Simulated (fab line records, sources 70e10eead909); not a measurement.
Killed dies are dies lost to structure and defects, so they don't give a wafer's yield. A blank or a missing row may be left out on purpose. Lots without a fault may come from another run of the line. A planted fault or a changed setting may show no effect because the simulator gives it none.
Problem report in the 8D (eight disciplines) form, filled by code | flow nand_harc | the parts of the form that need people (team, actions taken, sign-off) are left out

1. THE PROBLEM
killed_at_other at NHARC_END_SORT_01 reads a mean of 86.8 on 4 wafers of 2 lots; wafers without a fault read 1.0 with a standard deviation of 1.4. That is +61 standard deviations from the usual mean.
First seen on wafer L816.3, day 28 11:30, on prober-01. The record holds 6 wafers of 2 lots with a number at this step. Rule for "out", or "out of limits": more than 4 standard deviations from the usual mean. The other wafers with a number count as sound.

2. WHAT IT IS AND WHAT IT IS NOT
question                    | is                              | is not
which readings at this step | killed_at_other, sort_bin_3_pct | killed_at_periphery, killed_open, killed_short, sort_bin_4_pct
which lots                  | L816, L817                      | -
which wafers of those lots  | L816.3, L816.6, L817.1, L817.6  | L816.2, L817.4
read on which gauges        | prober-01, prober-02            | -
when                        | from day 28 11:30               | up to then (1 sound wafer); but 1 sound wafer of L817 came after

3. SUSPECTS, AND WHAT RULES EACH OUT
Counting: a tool at a process step up to the reading stays a suspect if it ran every lot that is out. Sound lots after the first of them don't rule it out here, since some wafers of a struck lot are sound.
- the gauge at NHARC_END_SORT_01: ruled out. The wafers that are out were read on 2 gauges (prober-01, prober-02).
- plasma_asher-01 at NHARC_THIN_TSV_STRIP_45 (strips in O2): kept. It ran every lot that is out, first L816 (day 27 21:01).
- plasma_asher-01 at NHARC_THIN_TSV_STRIP_62 (strips in N2/H2, time 20 s): kept. It ran every lot that is out, first L816 (day 27 22:35).
- plasma_asher-02 at NHARC_THIN_TSV_STRIP_56 (strips in O2): kept. It ran every lot that is out, first L816 (day 28 02:37).
- Within plasma_asher-01 at NHARC_THIN_TSV_STRIP_62: the wafers that are out ran in chamber 1; their sound lot-mates ran in chamber 0.
Left after counting: plasma_asher-01 at NHARC_THIN_TSV_STRIP_45, plasma_asher-01 at NHARC_THIN_TSV_STRIP_62, plasma_asher-02 at NHARC_THIN_TSV_STRIP_56.

4. THE CAUSE (what the simulator had put in)
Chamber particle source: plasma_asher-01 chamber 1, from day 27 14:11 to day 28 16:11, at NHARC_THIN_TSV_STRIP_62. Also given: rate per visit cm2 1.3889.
Counting left 3 suspects, and this tool is among them.

5. THE CHAIN OF EFFECTS, in route order
Each row: a reading whose mean over the struck wafers that have a number lies more than 3 standard deviations from the usual. Only readings for which the record gives a usual standard deviation are gone through. hours: the time from each lot's start at the first step in this table that gives one to its start at this step, as a median over the lots. sigmas: the change in usual standard deviations.
hours | step              | reading              | usual  | on struck wafers | change | sigmas
0     | NHARC_END_SORT_01 | defect_limited_yield | 91.7 % | 83.1             | -8.6   | -3.4
0     | NHARC_END_SORT_01 | killed_at_other      | 1.0    | 86.8             | +85.8  | +61
0     | NHARC_END_SORT_01 | killed_dies          | 56     | 114              | +58    | +3.4
0     | NHARC_END_SORT_01 | sort_bin_2_pct       | 3.0 %  | 6.8              | +3.8   | +3.4
0     | NHARC_END_SORT_01 | sort_bin_3_pct       | 0.6 %  | 4.5              | +3.9   | +11
0     | NHARC_END_SORT_01 | sort_n_pass          | 621    | 563              | -58    | -3.4
0     | NHARC_END_SORT_01 | sort_yield_pct       | 91.7 % | 83.1             | -8.6   | -3.4

6. WHAT WOULD HAVE CAUGHT IT SOONER
In this record the first reading out of limits at a measuring or inspecting step was taken at day 28 11:30, 21 hours after the fault began at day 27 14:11.
Of the tool readings at NHARC_THIN_TSV_STRIP_62 for which the record gives a usual standard deviation, none was out on any struck wafer, so an alarm limit of 4 standard deviations on them would not have fired.
Of the lots that are out (2), L817 began NHARC_THIN_TSV_STRIP_62 on plasma_asher-01 after day 28 11:30. A hold on the tool at that time would have spared it.
